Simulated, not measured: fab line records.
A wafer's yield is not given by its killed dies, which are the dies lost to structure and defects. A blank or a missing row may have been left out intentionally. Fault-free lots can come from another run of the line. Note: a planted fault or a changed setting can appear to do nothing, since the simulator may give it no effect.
Chamber matching :: flow n5-finfet :: 3 sister chambers for N5_BEOL_M0_DEP_125 on pecvd-02
The step deposits SiCN from 3MS/NH3, target thk 8 nm, time 14 s. 6 wafers are shown with their chamber, then 12 later ones without.

WAFERS, EACH WITH ITS CHAMBER
wafer: L090.1
chamber: 2
throttle-valve-pct (%): 8.2
showerhead-plenum-p-Torr (Torr): 3.655

wafer: L090.2
chamber: 0
throttle-valve-pct (%): 8.9
showerhead-plenum-p-Torr (Torr): 3.649

wafer: L090.3
chamber: 1
throttle-valve-pct (%): 9.4
showerhead-plenum-p-Torr (Torr): 3.669

wafer: L090.4
chamber: 2
throttle-valve-pct (%): 8.1
showerhead-plenum-p-Torr (Torr): 3.659

wafer: L090.5
chamber: 0
throttle-valve-pct (%): 9.2
showerhead-plenum-p-Torr (Torr): 3.654

wafer: L090.6
chamber: 1
throttle-valve-pct (%): 9.3
showerhead-plenum-p-Torr (Torr): 3.679

WAFERS WHOSE CHAMBER IS MISSING
wafer: L091.1
throttle-valve-pct (%): 8.4
showerhead-plenum-p-Torr (Torr): 3.652

wafer: L091.2
throttle-valve-pct (%): 8.8
showerhead-plenum-p-Torr (Torr): 3.656

wafer: L091.4
throttle-valve-pct (%): 9.0
showerhead-plenum-p-Torr (Torr): 3.649

wafer: L091.3
throttle-valve-pct (%): 7.9
showerhead-plenum-p-Torr (Torr): 3.663

wafer: L091.5
throttle-valve-pct (%): 8.8
showerhead-plenum-p-Torr (Torr): 3.657

wafer: L091.6
throttle-valve-pct (%): 8.3
showerhead-plenum-p-Torr (Torr): 3.655

wafer: L094.2
throttle-valve-pct (%): 9.4
showerhead-plenum-p-Torr (Torr): 3.666

wafer: L094.3
throttle-valve-pct (%): 8.9
showerhead-plenum-p-Torr (Torr): 3.664

wafer: L094.4
throttle-valve-pct (%): 8.9
showerhead-plenum-p-Torr (Torr): 3.647

wafer: L095.2
throttle-valve-pct (%): 9.0
showerhead-plenum-p-Torr (Torr): 3.647

wafer: L095.3
throttle-valve-pct (%): 8.2
showerhead-plenum-p-Torr (Torr): 3.655

wafer: L095.5
throttle-valve-pct (%): 8.9
showerhead-plenum-p-Torr (Torr): 3.656

WHICH CHAMBER EACH ONE RAN IN
wafer: L091.1
from the rows above: 2
in truth: 2

wafer: L091.2
from the rows above: 0
in truth: 0

wafer: L091.4
from the rows above: 0
in truth: 0

wafer: L091.3
from the rows above: 2
in truth: 2

wafer: L091.5
from the rows above: 0
in truth: 0

wafer: L091.6
from the rows above: 2
in truth: 2

wafer: L094.2
from the rows above: 1
in truth: 1

wafer: L094.3
from the rows above: can't be placed: 0 or 1
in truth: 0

wafer: L094.4
from the rows above: 0
in truth: 0

wafer: L095.2
from the rows above: 0
in truth: 0

wafer: L095.3
from the rows above: 2
in truth: 2

wafer: L095.5
from the rows above: 0
in truth: 0
11 of 12 placed correctly. From these rows, 1 cannot be placed; in 1 the true chamber is one of the candidates. Placed wrongly: 0.
How it was worked out, from the rows above alone: a wafer's distance from a chamber is the root of the sum, over the readings, of the square of ((its reading less the chamber's mean) divided by the reading's scatter). The wafer belongs to the nearest chamber; if the next one is less than 2 further off, it can't be placed. For every chamber, the mean is computed from those of its wafers that are shown. The scatter: take each reading less its chamber's mean, square it, sum over the shown wafers, divide by the number of wafers less the number of chambers, and take the root.
